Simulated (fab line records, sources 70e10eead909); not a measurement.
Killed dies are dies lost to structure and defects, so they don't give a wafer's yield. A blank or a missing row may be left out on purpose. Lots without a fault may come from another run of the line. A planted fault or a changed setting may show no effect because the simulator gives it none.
A struck lot beside a sound one | flow nand_harc | 14 steps out of a route of 1159
Sound: wafers L714.3, L714.4, L714.5. Struck: wafer L728.2. (L728.1, L728.4 of the same lot were not struck and are left out.) The cause comes at the end.
At each step with rows: each side's tool, then ch and its chambers, then its first start. Under that, the readings that differ: sound wafers | struck wafers | difference of the means | sigmas: that difference in standard deviations of wafers without a fault.
alike: readings whose means differ by less than 2 such deviations, and words and numbers that are the same on both sides. not compared: withheld readings, readings that some wafer has no value for, bounds like >300 that may hide the same value, and numbers for which the record gives no deviation and whose values overlap.
The two part at a step that has a row with sigmas, a row that says differs or no value, or rows on one side only. Numbers that don't overlap but have no deviation are shown without sigmas and don't part them. A reading that every wafer of one side lacks parts them only if that side has two wafers or more.

first, 8 steps without rows for these wafers: NHARC_P_BONDPAD_HMDS_02 (time 30 s); NHARC_P_BONDPAD_COAT_36 (time 65 s); NHARC_P_BONDPAD_COAT_03 (resist thk 600 nm); NHARC_P_BONDPAD_SOFTBAKE_04 (time 70 s); NHARC_P_BONDPAD_EBR_05; NHARC_P_BONDPAD_EXPOSE_06 (exposes mask P BPAD); NHARC_P_BONDPAD_PEB_07 (peb time 80 s); NHARC_P_BONDPAD_DEVELOP_08 (time 50 s).
NHARC_P_BONDPAD_CD_MEAS_09: target cd 500 nm.
  sound on cd_sem-03 ch 0, day 6 14:31; struck on cd_sem-01 ch 0, day 10 15:18
  alike: cd_nm
NHARC_P_BONDPAD_OVL_MEAS_38:
  sound on overlay-01, day 6 14:36; struck on overlay-02, day 10 15:23
  alike: overlay_x_nm, overlay_y_nm
then, 1 step without rows for these wafers: NHARC_P_BONDPAD_HARDBAKE_10 (time 65 s).
NHARC_P_BONDPAD_DESCUM_11: chemistry O2, time 3 s.
  sound on rie_diel-02 ch 0,1, day 6 14:44; struck on rie_diel-02 ch 3, day 10 15:31
  reading                         | sound          | struck | difference | sigmas
  showerhead_plenum_p_Torr (Torr) | 1.85 1.85 1.85 | 2.03   | +0.18      | +2
  alike: drypump_motor_current_A, oes_product_au, rf_vpp_V, throttle_valve_pct
  not compared: rf_hours_counter_h
NHARC_P_BONDPAD_ETCH_37: etches the open film in N2/H2, target depth 60 nm, overetch 18 nm, time 65.91 s.
  sound on rie_diel-02 ch 1,2, day 6 14:49; struck on rie_diel-02 ch 2, day 10 15:36
  reading          | sound          | struck | difference | sigmas
  run_length_s (s) | 87.7 86.3 87.5 | 70.7   | -16.5      | -27
  alike: drypump_motor_current_A, oes_product_au, rf_vpp_V, showerhead_plenum_p_Torr, throttle_valve_pct
  not compared: rf_hours_counter_h
NHARC_P_BONDPAD_ETCH_12: etches the open film in CHF3/O2, target depth 200 nm, time 100 s.
  sound on rie_diel-02 ch 1,2,3; struck on rie_diel-02 ch 3
  reading               | sound             | struck | difference | sigmas
  oes_product_au (a.u.) | 0.903 0.929 0.922 | 0.981  | +0.063     | +3
  alike: drypump_motor_current_A, rf_vpp_V, run_length_s, showerhead_plenum_p_Torr, throttle_valve_pct
  not compared: rf_hours_counter_h

WHERE THEY PART
First at NHARC_P_BONDPAD_DESCUM_11; last, within this record, at NHARC_P_BONDPAD_ETCH_12.

WHY: what the simulator had put in
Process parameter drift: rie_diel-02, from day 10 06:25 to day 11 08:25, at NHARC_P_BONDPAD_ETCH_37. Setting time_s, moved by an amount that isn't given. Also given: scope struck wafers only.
